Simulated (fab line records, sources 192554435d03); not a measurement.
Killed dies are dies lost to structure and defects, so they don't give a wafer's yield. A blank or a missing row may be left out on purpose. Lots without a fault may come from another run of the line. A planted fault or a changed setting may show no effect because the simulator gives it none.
fab line records | flow n5_finfet
record lots=7 wafers=21
route steps=1938 shown SDB@348 HKMG_FIN@402 MOL_CONTACT_COAG@523 BEOL_M0_SAQP@640
start_h: hours from the record's first day to the start of the lot's first wafer shown | wait_h: hours since the lot's step before | " the same as in the row above | L1.1+2: a row that stands for several wafers | - no value, or no start given | * or withheld: withheld | < > ~ a bound
route shown NAME@n: a module of which the file shows steps, and the number in the route of the first | usual: mean/standard deviation of fault-free wafers | same: alike in all rows | chamber/n: place in a boat | sites: the reading at each site | _std_site: their standard deviation | _edge_site: outer sites' mean less inner sites' | radius_mm: how far each site lies from the wafer's centre | mask NAME#n: copy n | behind: the tool/chamber that last shaped the wafer | hold: why the lot was held/for how many hours/how that ended | device: the transistor (n, p or np) that didn't switch | end of line: the same wafers' tests at the end of the route | a step without rows: its recipe alone | killed: dies lost to structure and defects at the first sort, not the wafer's yield | map: a wafer's dies, x killed, . not, _ none there
set.NAME: the setting as run; set.NAME@STEP: as run at that earlier step | model.NAME: the simulator's own value behind a step, which no gauge read
lots whose settings were changed on purpose; a table a step, a row a wafer
## steps
# step N5_SDB_COAT_03
# recipe resist=SOC temp_c=250 time_s=60 spin_rpm=1500 resist_thk_nm=100
# columns lot.wafer tool chamber start_h wait_h set.spin_rpm model.SOC_of_SDB_COAT_03.thk_nm
L079.2+5 litho_track-04 0 97.64 0.1 1500 100
L079.4 " 0 " " 1500 100.2
L081.3 litho_track-04 0 109.69 0.1 1500 99.8
L081.4 " 0 " " 1500 100
L081.5 " 0 " " 1500 99.6
L082.1 litho_track-04 0 116.69 0.1 1500 99.8
L082.4+5 " 0 " " 1500 100.2
L083.1 litho_track-05 0 126.04 0.1 1500 99.8
L083.3 " 0 " " 1389 103.8
L083.5 " 0 " " 1500 100
L088.2 litho_track-05 0 151.46 0.1 1500 100
L088.3+6 " 0 " " 1500 99.8
L089.4 litho_track-05 0 154.22 0.1 1609 97
L089.5 " 0 " " 1500 100
L089.6 " 0 " " 1609 96.8
L091.3 litho_track-04 0 175.17 0.1 1591 96.8
L091.4+6 " 0 " " 1500 99.8
# step N5_SDB_COAT_04
# recipe resist=SiARC temp_c=220 time_s=60 spin_rpm=1500 resist_thk_nm=18
# step N5_SDB_COAT_05
# recipe resist=CAR-ArF spin_rpm=1500 resist_thk_nm=90
# step N5_SDB_DESCUM_16
# recipe chemistry=O2 time_s=7.9 source_power_w=50 bias_power_w=20 pressure_mtorr=20 rf_frequency_hz=2.712e+07 temp_c=40 resist=CAR-ArF o2_flow_sccm=225
# step N5_SDB_ETCH_17
# recipe chemistry=CF4 target=SiARC target_depth_a=234 mask_material=CAR-ArF time_s=39 ion_energy_ev=80 pressure_mtorr=40 source_w=545 bias_w=36 Ar_flow_sccm=100 cf4_flow_sccm=100 ends=cleared
# step N5_SDB_ETCH_18
# recipe chemistry=N2/H2 target=SOC target_depth_a=1000 overetch_a=200 mask_material=SiARC temp_c=40 time_s=150 ion_energy_ev=200 pressure_mtorr=30 source_w=840 bias_w=150 n2_flow_sccm=200 h2_flow_sccm=200
# columns lot.wafer tool chamber start_h wait_h set.spin_rpm@SDB_COAT_03 model.etch.depth_nm
L079.2+5 rie_diel-05 1 98.16 0.0 1500 100
L079.4 " 0 " " 1500 100.2
L081.3 rie_diel-05 0 110.23 0.0 1500 99.83
L081.4 " 1 " " 1500 100
L081.5 " 1 " " 1500 99.61
L082.1 rie_diel-06 0 117.22 0.0 1500 99.86
L082.4+5 " 3 " " 1500 100.2
L083.1 rie_diel-05 1 126.47 0.0 1500 99.76
L083.3 " 0 " " 1389 103.8
L083.5 " 1 " " 1500 100
L088.2 rie_diel-05 2 151.99 0.0 1500 99.98
L088.3 " 3 " " 1500 99.75
L088.6 " 0 " " 1500 99.87
L089.4 rie_diel-06 2 154.74 0.0 1609 96.93
L089.5 " 1 " " 1500 99.95
L089.6 " 2 " " 1609 96.82
L091.3 rie_diel-06 0 175.69 0.0 1591 96.89
L091.4 " 2 " " 1500 99.85
L091.6 " 0 " " 1500 99.72
# step N5_SDB_STRIP_19
# recipe chemistry=N2/H2 temp_c=40 n2_flow_sccm=200 h2_flow_sccm=200 rf_frequency_hz=6e+07
# step N5_SDB_STRIP_21
# recipe chemistry=CF4 resist=SiARC power_w=300 bias_power_w=75 pressure_mtorr=50 cf4_flow_sccm=150 rf_frequency_hz=6e+07
# step N5_SDB_HM_OPEN_20
# recipe chemistry=CH3F/O2 target=SiNx mask_material=SOC target_depth_a=240 stop_on=poly-Si over_etch_frac=0.4 ion_energy_ev=120 pressure_mtorr=30 source_w=395 bias_w=73 Ar_flow_sccm=150 CH3F_flow_sccm=30 O2_flow_sccm=20
# columns lot.wafer tool chamber start_h wait_h set.spin_rpm@SDB_COAT_03 model.SOC_of_SDB_COAT_03.thk_nm
L079.2+4+5 rie_diel-05 1,0,1 98.32 0.0 1500 84.4
L081.3 rie_diel-05 0 110.39 0.0 1500 83.8
L081.4 " 1 " " 1500 84.6
L081.5 " 1 " " 1500 84.2
L082.1 rie_diel-06 0 117.38 0.0 1500 83.6
L082.4+5 " 3 " " 1500 84.2
L083.1 rie_diel-05 1 126.63 0.0 1500 84
L083.3 " 0 " " 1389 87.8
L083.5 " 1 " " 1500 84.2
L088.2 rie_diel-05 2 152.14 0.0 1500 84.6
L088.3 " 3 " " 1500 84.4
L088.6 " 0 " " 1500 84.2
L089.4 rie_diel-06 2 154.90 0.0 1609 80.6
L089.5 " 1 " " 1500 84.6
L089.6 " 2 " " 1609 80.2
L091.3 rie_diel-06 0 175.85 0.0 1591 80.8
L091.4+6 " 2,0 " " 1500 83.6
# step N5_SDB_STRIP_22
# recipe chemistry=N2/H2 power_w=1000 temp_c=250 h2_frac=0.65 overash_fraction=0.3 pressure_mtorr=withheld n2_flow_sccm=1750 h2_flow_sccm=3250
# usual strip_time_to_endpoint_s=96.3/0.37
# columns lot.wafer tool chamber start_h wait_h set.spin_rpm@SDB_COAT_03 strip_time_to_endpoint_s
L079.2 plasma_asher-01 0 98.40 0.1 1500 96.6
L079.4 " 0 " " 1500 96.7
L079.5 " 0 " " 1500 96.6
L081.3 plasma_asher-02 0 110.51 0.1 1500 96.0
L081.4 " 1 " " 1500 96.8
L081.5 " 0 " " 1500 96.4
L082.1 plasma_asher-02 0 117.46 0.1 1500 95.8
L082.4 " 1 " " 1500 96.4
L082.5 " 0 " " 1500 96.4
L083.1 plasma_asher-02 0 126.71 0.1 1500 96.2
L083.3 " 1 " " 1389 99.8
L083.5 " 1 " " 1500 96.4
L088.2 plasma_asher-01 1 152.23 0.1 1500 96.9
L088.3 " 0 " " 1500 96.5
L088.6 " 1 " " 1500 96.5
L089.4 plasma_asher-02 0 155.02 0.1 1609 92.9
L089.5 " 0 " " 1500 96.7
L089.6 " 1 " " 1609 92.6
L091.3 plasma_asher-01 1 175.97 0.1 1591 93.1
L091.4 " 0 " " 1500 95.8
L091.6 " 0 " " 1500 95.9
# step N5_HKMG_FIN_ETCH_54
# recipe chemistry=CF4 target=SiARC target_depth_a=455 mask_material=CAR-ArF time_s=75.8 ion_energy_ev=80 pressure_mtorr=40 source_w=545 bias_w=36 Ar_flow_sccm=100 cf4_flow_sccm=100 ends=cleared
# usual rf_vpp_V=184.2/1.2
# columns lot.wafer tool chamber start_h wait_h set.source_w rf_vpp_V
L079.2 rie_diel-05 1 103.80 0.0 545 183.1
L079.4 " 3 " " 545 181.6
L079.5 " 1 " " 545 184.3
L081.3 rie_diel-06 0 116.11 0.0 606.8 177.2
L081.4 " 1 " " 606.8 178.0
L081.5 " 0 " " 545 184.1
L082.1 rie_diel-02 2 123.08 0.0 545 184.4
L082.4 " 3 " " 545 186.2
L082.5 " 0 " " 545 183.5
L083.1 rie_diel-05 1 132.13 0.0 545 184.7
L083.3 " 2 " " 625.6 177.7
L083.5 " 2 " " 625.6 178.8
L088.2 rie_diel-06 2 157.82 0.0 603 180.1
L088.3 " 3 " " 603 177.9
L088.6 " 3 " " 603 176.5
L089.4 rie_diel-02 0 160.33 0.0 511.8 189.4
L089.5 " 3 " " 511.8 187.2
L089.6 " 2 " " 511.8 188.7
L091.3 rie_diel-02 0 181.59 0.0 545 183.3
L091.4 " 2 " " 573.5 181.7
L091.6 " 0 " " 545 184.9
# step N5_HKMG_FIN_ETCH_55
# recipe chemistry=N2/H2 target=SOC target_depth_a=2400 temp_c=40 time_s=300 ion_energy_ev=200 mask_material=SiARC pressure_mtorr=30 source_w=840 bias_w=150 n2_flow_sccm=200 h2_flow_sccm=200
# columns lot.wafer tool chamber start_h wait_h set.time_s model.HKMG_FIN.feature_depth_nm model.etch.depth_nm model.SiARC_of_HKMG_FIN_COAT_42.thk_nm
L079.2 rie_diel-05 1 103.86 0.0 300 237.6 237.6 21.8
L079.4 " 3 " " 300 236 236.1 21.4
L079.5 " 1 " " 300 235.6 235.6 21.8
L081.3 rie_diel-06 0 116.17 0.0 300 241.8 241.8 21
L081.4 " 1 " " 350.2 275.8 275.8 19.8
L081.5 " 0 " " 350.2 278.4 278.5 18.8
L082.1 rie_diel-02 2 123.13 0.0 270.7 211 210.9 23
L082.4 " 3 " " 300 235 235.1 21.6
L082.5 " 0 " " 300 246.8 246.8 20.8
L083.1 rie_diel-05 1 132.18 0.0 249.8 195.2 195.3 24
L083.3 " 2 " " 300 227.2 227.3 21.8
L083.5 " 2 " " 249.8 189.4 189.4 24
L088.2 rie_diel-06 2 157.88 0.0 300 247 247 20.4
L088.3 " 3 " " 239.1 186.8 186.8 24.2
L088.6 " 3 " " 239.1 186.2 186.3 24.2
L089.4 rie_diel-02 0 160.45 0.1 275.6 230.4 230.5 21.8
L089.5 " 3 " " 300 233.2 233.1 21.8
L089.6 " 2 " " 300 236.6 236.6 21.4
L091.3 rie_diel-02 0 181.65 0.0 317.4 261.6 261.6 20
L091.4 " 2 " " 300 233.2 233.2 21.8
L091.6 " 0 " " 317.4 260.2 260.2 20.2
# step N5_MOL_CONTACT_COAG_EXPOSE_05
# recipe mask_id=CA na=0.33 source_shape=annular sigma_inner=0.4 sigma_outer=0.8 polarization=unpolarized defocus_nm=0 dose_mj=38.25
# columns lot.wafer tool chamber start_h wait_h mask set.dose_mj
L079.2+4+5 euv_scanner-01 0 119.38 - CA#0 38.25
L081.3+5 euv_scanner-02 0 131.73 - CA#0 38.25
L081.4 " 0 " " CA#0 36.55
L082.1+4 euv_scanner-02 0 138.38 - CA#0 36.45
L082.5 " 0 " " CA#0 38.25
L083.1+3+5 euv_scanner-01 0 147.94 - CA#0 38.25
L088.2+3+6 euv_scanner-01 0 173.84 - CA#0 38.25
L089.4+5 euv_scanner-01 0 175.94 - CA#0 36.66
L089.6 " 0 " " CA#0 38.25
L091.3 euv_scanner-02 0 197.84 - CA#0 41.01
L091.4+6 " 0 " " CA#0 38.25
# step N5_MOL_CONTACT_COAG_PEB_06
# recipe peb_temp_c=100 peb_time_s=60 resist=CAR-EUV
# step N5_MOL_CONTACT_COAG_DEVELOP_07
# recipe develop_time_s=30 developer=TMAH resist=CAR-EUV rinse_liquid=surfactant_rinse dry=air_spin dev_temp_c=23
# step N5_MOL_CONTACT_COAG_DESCUM_13
# recipe chemistry=O2 time_s=7 source_power_w=50 bias_power_w=20 pressure_mtorr=20 rf_frequency_hz=2.712e+07 temp_c=40 resist=CAR-EUV o2_flow_sccm=225
# step N5_MOL_CONTACT_COAG_ETCH_59
# recipe chemistry=N2/H2 target=underlayer target_depth_a=130 mask_material=CAR-EUV time_s=10.4 ion_energy_ev=200 pressure_mtorr=30 source_w=840 bias_w=150 n2_flow_sccm=200 h2_flow_sccm=200 ends=cleared
# columns lot.wafer tool chamber start_h wait_h set.dose_mj@MOL_CONTACT_COAG_EXPOSE_05 model.MOL_CONTACT_COAG.cd_offset_nm
L079.2 rie_diel-02 2 119.66 0.0 38.25 -0.2
L079.4 " 3 " " 38.25 0.2
L079.5 " 2 " " 38.25 -0.6
L081.3+5 rie_diel-06 0,2 132.00 0.0 38.25 0
L081.4 " 3 " " 36.55 -1
L082.1 rie_diel-05 0 138.66 0.0 36.45 -0.6
L082.4 " 1 " " 36.45 -1.2
L082.5 " 0 " " 38.25 0.2
L083.1 rie_diel-05 3 148.31 0.0 38.25 0.2
L083.3 " 2 " " 38.25 -0.2
L083.5 " 1 " " 38.25 0
L088.2+6 rie_diel-05 0,2 174.12 0.0 38.25 0
L088.3 " 2 " " 38.25 -0.2
L089.4+5 rie_diel-06 0,1 176.22 0.0 36.66 -0.6
L089.6 " 2 " " 38.25 0.2
L091.3 rie_diel-02 0 198.11 0.0 41.01 1.4
L091.4 " 2 " " 38.25 -0.2
L091.6 " 3 " " 38.25 0.4
# step N5_MOL_CONTACT_COAG_ETCH_105
# recipe chemistry=CF4 target=SiARC target_depth_a=156 mask_material=CAR-EUV time_s=26 ion_energy_ev=80 pressure_mtorr=40 source_w=545 bias_w=36 Ar_flow_sccm=100 cf4_flow_sccm=100 ends=cleared
# columns lot.wafer tool chamber start_h wait_h set.dose_mj@MOL_CONTACT_COAG_EXPOSE_05 model.MOL_CONTACT_COAG.cd_offset_nm
L079.2+4 rie_diel-02 2,3 119.68 0.0 38.25 0
L079.5 " 2 " " 38.25 -0.4
L081.3 rie_diel-06 0 132.02 0.0 38.25 0
L081.4 " 3 " " 36.55 -1
L081.5 " 2 " " 38.25 -0.2
L082.1 rie_diel-05 0 138.68 0.0 36.45 -0.6
L082.4 " 1 " " 36.45 -1.4
L082.5 " 0 " " 38.25 0
L083.1 rie_diel-05 3 148.33 0.0 38.25 0.4
L083.3 " 2 " " 38.25 -0.2
L083.5 " 1 " " 38.25 0
L088.2+3+6 rie_diel-05 0,2,2 174.14 0.0 38.25 0
L089.4 rie_diel-06 0 176.24 0.0 36.66 -0.8
L089.5 " 1 " " 36.66 -0.6
L089.6 " 2 " " 38.25 0.2
L091.3 rie_diel-02 0 198.13 0.0 41.01 1.4
L091.4 " 2 " " 38.25 0
L091.6 " 3 " " 38.25 0.4
# step N5_MOL_CONTACT_COAG_ALD_27
# recipe material=SiOC target_thk_a=170 temp_c=400 ald_precursor_family=carbosiloxane ald_co_reactant=H2-plasma pulse_time_s=1.5 time_s=2720 purge_time_s=2 co_reactant_purge_time_s=2 ald_cycles=340 pressure_torr=2
# columns lot.wafer tool chamber start_h wait_h set.time_s model.SiOC_of_MOL_CONTACT_COAG_ALD_27.thk_nm
L079.2+4+5 ald_sin-01 2,2,0 127.35 0.0 2720 17
L081.3 ald_sin-02 0 139.08 0.0 2987 17.2
L081.4 " 3 " " 2987 17
L081.5 " 1 " " 2720 17
L082.1 ald_sin-02 3 145.42 0.2 2720 17
L082.4+5 " 2,0 " " 2428 15.2
L083.1+3 ald_sin-02 0,3 155.72 0.0 2720 17
L083.5 " 0 " " 2720 17.2
L088.2+3 ald_sin-02 3,0 183.76 1.1 2423 15.2
L088.6 " 2 " " 2720 16.8
L089.4 ald_sin-01 3 184.53 0.7 2720 17
L089.5+6 " 1,2 " " 2874 17
L091.3+6 ald_sin-02 1 205.05 0.0 2720 17.2
L091.4 " 0 " " 2253 14.4
# step N5_BEOL_M0_SAQP_HM_DEP_111
# recipe material=SiO2 target_thk_a=120 temp_c=400 precursor=SiH4/N2O pressure_torr=0.75 rf_w=275 time_s=7.2
# columns lot.wafer tool chamber start_h wait_h set.time_s model.SiO2_of_BEOL_M0_SAQP_HM_DEP_111.thk_nm
L079.2 pecvd-01 0 138.72 0.0 7.2 12.2
L079.4 " 1 " " 7.2 12.4
L079.5 " 0 " " 7.2 11.8
L081.3 pecvd-04 2 151.03 0.0 7.924 13.2
L081.4 " 2 " " 7.924 13.4
L081.5 " 0 " " 7.2 12.2
L082.1 pecvd-01 2 155.61 0.0 7.2 12
L082.4 " 2 " " 7.2 12.2
L082.5 " 1 " " 7.2 12.4
L083.1 pecvd-02 2 166.52 0.0 7.2 11.6
L083.3 " 1 " " 7.2 12
L083.5 " 1 " " 7.875 13
L088.2 pecvd-01 1 195.40 0.0 7.757 13.2
L088.3 " 0 " " 7.2 11.8
L088.6 " 1 " " 7.2 12.4
L089.4+6 pecvd-02 0,1 200.17 0.1 7.2 12
L089.5 " 2 " " 7.563 12.2
L091.3 pecvd-02 1 219.60 0.0 7.2 12.2
L091.4 " 0 " " 6.523 11
L091.6 " 2 " " 6.523 10.8
# step N5_BEOL_M0_SAQP_COAT_82
# recipe resist=SiARC temp_c=220 time_s=60 spin_rpm=1500 resist_thk_nm=30
# columns lot.wafer tool chamber start_h wait_h set.spin_rpm model.SiARC_of_BEOL_M0_SAQP_COAT_82.thk_nm
L079.2+5 litho_track-03 0 - - 1500 30
L079.4 " 0 " " 1500 29.8
L081.3 litho_track-03 0 - - 1500 29.8
L081.4 " 0 " " 1410 31
L081.5 " 0 " " 1410 30.8
L082.1+4 litho_track-04 0 - - 1500 30.2
L082.5 " 0 " " 1375 31.6
L083.1+5 litho_track-04 0 - - 1500 30
L083.3 " 0 " " 1589 29.2
L088.2 litho_track-03 0 - - 1394 31
L088.3+6 " 0 " " 1500 30
L089.4 litho_track-01 0 - - 1500 30
L089.5+6 " 0 " " 1363 31.6
L091.3 litho_track-03 0 - - 1500 30
L091.4+6 " 0 " " 1500 29.8
# step N5_BEOL_M0_SAQP_COAT_08
# recipe resist=CAR-ArF spin_rpm=1500 resist_thk_nm=90
# step N5_BEOL_M0_SAQP_EBR_10
# recipe solvent=PGMEA ebr_width_mm=1.5
# step N5_BEOL_M0_SAQP_DESCUM_19
# recipe chemistry=O2 time_s=7.9 source_power_w=50 bias_power_w=20 pressure_mtorr=20 rf_frequency_hz=2.712e+07 temp_c=40 resist=CAR-ArF o2_flow_sccm=225
# step N5_BEOL_M0_SAQP_ETCH_83
# recipe chemistry=CF4 target=SiARC target_depth_a=390 mask_material=CAR-ArF time_s=65 ion_energy_ev=80 pressure_mtorr=40 source_w=545 bias_w=36 Ar_flow_sccm=100 cf4_flow_sccm=100 ends=cleared
# columns lot.wafer tool chamber start_h wait_h set.spin_rpm@BEOL_M0_SAQP_COAT_82 model.etch.depth_nm model.CAR-ArF_of_BEOL_M0_SAQP_COAT_08.thk_nm
L079.2 rie_diel-04 1 139.19 0.0 1500 30.02 55.2
L079.4 " 3 " " 1500 29.86 56
L079.5 " 3 " " 1500 29.94 55.8
L081.3 rie_diel-03 0 151.61 0.0 1500 29.9 55.6
L081.4 " 1 " " 1410 30.94 55.2
L081.5 " 1 " " 1410 30.9 55
L082.1 rie_diel-01 1 156.19 0.0 1500 30.19 55.6
L082.4 " 3 " " 1500 30.15 55.6
L082.5 " 2 " " 1375 31.51 54.2
L083.1 rie_diel-01 2 167.09 0.0 1500 30.06 55.8
L083.3 " 0 " " 1589 29.19 56.8
L083.5 " 1 " " 1500 30.02 56
L088.2 rie_diel-04 2 195.97 0.0 1394 31.02 54.4
L088.3 " 0 " " 1500 30.07 55.2
L088.6 " 0 " " 1500 29.91 55.6
L089.4 rie_diel-04 1 201.07 0.0 1500 30.06 55.8
L089.5 " 2 " " 1363 31.52 54.4
L089.6 " 3 " " 1363 31.51 54.4
L091.3 rie_diel-04 1 220.05 0.0 1500 29.91 54.8
L091.4 " 2 " " 1500 29.86 55.4
L091.6 " 1 " " 1500 29.87 54.8
# step N5_BEOL_M0_SAQP_ETCH_84
# recipe chemistry=N2/H2 target=SOC target_depth_a=1000 overetch_a=200 mask_material=SiARC temp_c=40 time_s=150 ion_energy_ev=200 pressure_mtorr=30 source_w=840 bias_w=150 n2_flow_sccm=200 h2_flow_sccm=200
# columns lot.wafer tool chamber start_h wait_h set.spin_rpm@BEOL_M0_SAQP_COAT_82 model.SiARC_of_BEOL_M0_SAQP_COAT_82.thk_nm
L079.2 rie_diel-04 1 139.24 0.0 1500 23.8
L079.4 " 3 " " 1500 24
L079.5 " 3 " " 1500 24.2
L081.3 rie_diel-03 0 151.66 0.0 1500 23.8
L081.4+5 " 1 " " 1410 25.2
L082.1 rie_diel-01 1 156.24 0.0 1500 24.2
L082.4 " 3 " " 1500 24.8
L082.5 " 2 " " 1375 25.4
L083.1+5 rie_diel-01 2,1 167.14 0.0 1500 24
L083.3 " 0 " " 1589 23.4
L088.2 rie_diel-04 2 196.02 0.0 1394 25.4
L088.3 " 0 " " 1500 24.8
L088.6 " 0 " " 1500 24.6
L089.4 rie_diel-04 1 201.12 0.0 1500 24
L089.5 " 2 " " 1363 26
L089.6 " 3 " " 1363 25.8
L091.3 rie_diel-04 1 220.10 0.0 1500 23.8
L091.4 " 2 " " 1500 24.2
L091.6 " 1 " " 1500 23.6
# step N5_BEOL_M0_SAQP_STRIP_80
# recipe chemistry=N2/H2 temp_c=40 n2_flow_sccm=200 h2_flow_sccm=200 rf_frequency_hz=6e+07
# step N5_BEOL_M0_SAQP_HM_OPEN_112
# recipe chemistry=CHF3/O2 target=SiO2 stop_on=a-Si target_depth_a=120 over_etch_frac=1.25 mask_material=SOC time_s=13.5 pressure_mtorr=30 source_w=650 bias_w=170 Ar_flow_sccm=200 CHF3_flow_sccm=50 O2_flow_sccm=5 ion_energy_ev=200 ends=end_point
# columns lot.wafer tool chamber start_h wait_h set.time_s@BEOL_M0_SAQP_HM_DEP_111 model.etch.depth_nm
L079.2 rie_diel-04 1 139.35 0.0 7.2 12.14
L079.4 " 3 " " 7.2 12.44
L079.5 " 3 " " 7.2 11.88
L081.3 rie_diel-03 0 151.77 0.0 7.924 13.16
L081.4 " 1 " " 7.924 13.37
L081.5 " 1 " " 7.2 12.28
L082.1 rie_diel-01 1 156.35 0.0 7.2 11.97
L082.4 " 3 " " 7.2 12.14
L082.5 " 2 " " 7.2 12.4
L083.1 rie_diel-01 2 167.25 0.0 7.2 11.66
L083.3 " 0 " " 7.2 11.99
L083.5 " 1 " " 7.875 13.08
L088.2 rie_diel-04 2 196.13 0.0 7.757 13.23
L088.3 " 0 " " 7.2 11.72
L088.6 " 0 " " 7.2 12.31
L089.4 rie_diel-04 1 201.23 0.0 7.2 12.06
L089.5 " 2 " " 7.563 12.23
L089.6 " 3 " " 7.2 11.94
L091.3 rie_diel-04 1 220.20 0.0 7.2 12.11
L091.4 " 2 " " 6.523 10.91
L091.6 " 1 " " 6.523 10.78
## key
split step=N5_SDB_COAT_03 setting=spin_rpm stated=1500 by=wafer
response step=N5_SDB_COAT_03 reading=model.SOC_of_SDB_COAT_03.thk_nm change=-0.482 per=1% r=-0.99
response step=N5_SDB_ETCH_18 reading=model.etch.depth_nm change=-0.477 per=1% r=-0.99
response step=N5_SDB_HM_OPEN_20 reading=model.SOC_of_SDB_COAT_03.thk_nm change=-0.519 per=1% r=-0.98
response step=N5_SDB_STRIP_22 reading=strip_time_to_endpoint_s change=* per=1% r=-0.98
split step=N5_HKMG_FIN_ETCH_54 setting=source_w stated=545 by=wafer
response step=N5_HKMG_FIN_ETCH_54 reading=rf_vpp_V change=-0.482 per=1% r=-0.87
split step=N5_HKMG_FIN_ETCH_55 setting=time_s stated=300 by=wafer
response step=N5_HKMG_FIN_ETCH_55 reading=model.HKMG_FIN.feature_depth_nm change=+2.48 per=1% r=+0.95
response step=N5_HKMG_FIN_ETCH_55 reading=model.etch.depth_nm change=+2.48 per=1% r=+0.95
response step=N5_HKMG_FIN_ETCH_55 reading=model.SiARC_of_HKMG_FIN_COAT_42.thk_nm change=-0.147 per=1% r=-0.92
split step=N5_MOL_CONTACT_COAG_EXPOSE_05 setting=dose_mj stated=38.25 by=wafer
response step=N5_MOL_CONTACT_COAG_ETCH_59 reading=model.MOL_CONTACT_COAG.cd_offset_nm change=+0.201 per=1% r=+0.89
response step=N5_MOL_CONTACT_COAG_ETCH_105 reading=model.MOL_CONTACT_COAG.cd_offset_nm change=+0.19 per=1% r=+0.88
split step=N5_MOL_CONTACT_COAG_ALD_27 setting=time_s stated=2720 by=wafer
response step=N5_MOL_CONTACT_COAG_ALD_27 reading=model.SiOC_of_MOL_CONTACT_COAG_ALD_27.thk_nm change=+0.131 per=1% r=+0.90
split step=N5_BEOL_M0_SAQP_HM_DEP_111 setting=time_s stated=7.2 by=wafer
response step=N5_BEOL_M0_SAQP_HM_DEP_111 reading=model.SiO2_of_BEOL_M0_SAQP_HM_DEP_111.thk_nm change=+0.121 per=1% r=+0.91
response step=N5_BEOL_M0_SAQP_HM_OPEN_112 reading=model.etch.depth_nm change=+0.122 per=1% r=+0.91
split step=N5_BEOL_M0_SAQP_COAT_82 setting=spin_rpm stated=1500 by=wafer
response step=N5_BEOL_M0_SAQP_COAT_82 reading=model.SiARC_of_BEOL_M0_SAQP_COAT_82.thk_nm change=-0.163 per=1% r=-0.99
response step=N5_BEOL_M0_SAQP_ETCH_83 reading=model.etch.depth_nm change=-0.157 per=1% r=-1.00
response step=N5_BEOL_M0_SAQP_ETCH_83 reading=model.CAR-ArF_of_BEOL_M0_SAQP_COAT_08.thk_nm change=+0.145 per=1% r=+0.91
response step=N5_BEOL_M0_SAQP_ETCH_84 reading=model.SiARC_of_BEOL_M0_SAQP_COAT_82.thk_nm change=-0.152 per=1% r=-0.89
